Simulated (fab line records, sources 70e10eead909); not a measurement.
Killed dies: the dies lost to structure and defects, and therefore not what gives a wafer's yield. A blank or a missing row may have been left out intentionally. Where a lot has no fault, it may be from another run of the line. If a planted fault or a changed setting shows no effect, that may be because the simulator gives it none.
Matching of chambers || flow nand_harc || 4 sister chambers for NHARC_A_STAIRCASE_CMP_472 on cmp-02
The step polishes SiO2. 22 wafers are shown with their chamber, then 11 later ones without.

## WAFERS, EACH WITH ITS CHAMBER
{"wafer": "L075.1", "chamber": 3, "motor_current_A (A)": 9.3}
{"wafer": "L075.4", "chamber": 1, "motor_current_A (A)": 12.3}
{"wafer": "L075.5", "chamber": 0, "motor_current_A (A)": 13.0}
{"wafer": "L075.2", "chamber": 2, "motor_current_A (A)": 13.4}
{"wafer": "L075.3", "chamber": 0, "motor_current_A (A)": 12.9}
{"wafer": "L075.6", "chamber": 3, "motor_current_A (A)": 9.7}
{"wafer": "L074.1", "chamber": 3, "motor_current_A (A)": 9.8}
{"wafer": "L074.3", "chamber": 2, "motor_current_A (A)": 13.2}
{"wafer": "L074.6", "chamber": 1, "motor_current_A (A)": 13.0}
{"wafer": "L081.1", "chamber": 2, "motor_current_A (A)": 14.2}
{"wafer": "L081.3", "chamber": 0, "motor_current_A (A)": 13.2}
{"wafer": "L081.4", "chamber": 3, "motor_current_A (A)": 9.8}
{"wafer": "L080.2", "chamber": 3, "motor_current_A (A)": 10.0}
{"wafer": "L080.4", "chamber": 2, "motor_current_A (A)": 13.5}
{"wafer": "L080.6", "chamber": 1, "motor_current_A (A)": 13.0}
{"wafer": "L086.1", "chamber": 0, "motor_current_A (A)": 13.5}
{"wafer": "L086.4", "chamber": 2, "motor_current_A (A)": 13.7}
{"wafer": "L086.6", "chamber": 0, "motor_current_A (A)": 13.0}
{"wafer": "L092.1", "chamber": 2, "motor_current_A (A)": 13.8}
{"wafer": "L092.5", "chamber": 3, "motor_current_A (A)": 9.5}
{"wafer": "L092.6", "chamber": 2, "motor_current_A (A)": 13.9}
{"wafer": "L091.1", "chamber": 0, "motor_current_A (A)": 12.7}

SIGNATURES, as means of the wafers listed above
{"reading": "motor_current_A", "chamber 0": 13.050, "chamber 1": 12.767, "chamber 2": 13.671, "chamber 3": 9.683, "scatter within a chamber": 0.306}
Rule: a wafer's distance from a chamber is the root of the sum, over the readings, of the square of ((its reading less the chamber's mean) divided by the reading's scatter). The wafer belongs to the nearest chamber; if the next one is less than 2 further off, it can't be placed. The scatter: take each reading less its chamber's mean, square it, sum over the shown wafers, divide by the number of wafers less the number of chambers, and take the root.

## WAFERS WITH NO CHAMBER GIVEN
{"wafer": "L091.3", "motor_current_A (A)": 12.2}
{"wafer": "L091.4", "motor_current_A (A)": 13.7}
{"wafer": "L094.3", "motor_current_A (A)": 14.3}
{"wafer": "L094.4", "motor_current_A (A)": 9.3}
{"wafer": "L094.6", "motor_current_A (A)": 9.3}
{"wafer": "L095.1", "motor_current_A (A)": 13.1}
{"wafer": "L095.2", "motor_current_A (A)": 13.7}
{"wafer": "L095.6", "motor_current_A (A)": 13.7}
{"wafer": "L097.1", "motor_current_A (A)": 9.2}
{"wafer": "L097.3", "motor_current_A (A)": 13.2}
{"wafer": "L097.6", "motor_current_A (A)": 9.4}

## THE CHAMBER EACH PASSED THROUGH
{"wafer": "L091.3", "from the rows above": "can't be placed: 1 or 0", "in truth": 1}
{"wafer": "L091.4", "from the rows above": 2, "in truth": 2}
{"wafer": "L094.3", "from the rows above": 2, "in truth": 2}
{"wafer": "L094.4", "from the rows above": 3, "in truth": 3}
{"wafer": "L094.6", "from the rows above": 3, "in truth": 3}
{"wafer": "L095.1", "from the rows above": "can't be placed: 0 or 1 or 2", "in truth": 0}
{"wafer": "L095.2", "from the rows above": 2, "in truth": 2}
{"wafer": "L095.6", "from the rows above": 2, "in truth": 2}
{"wafer": "L097.1", "from the rows above": 3, "in truth": 3}
{"wafer": "L097.3", "from the rows above": "can't be placed: 0 or 1 or 2", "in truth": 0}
{"wafer": "L097.6", "from the rows above": 3, "in truth": 3}
Placed correctly: 8 of 11. From these rows, 3 cannot be placed; in 3 the true chamber is one of the candidates. Wrongly placed: 0.
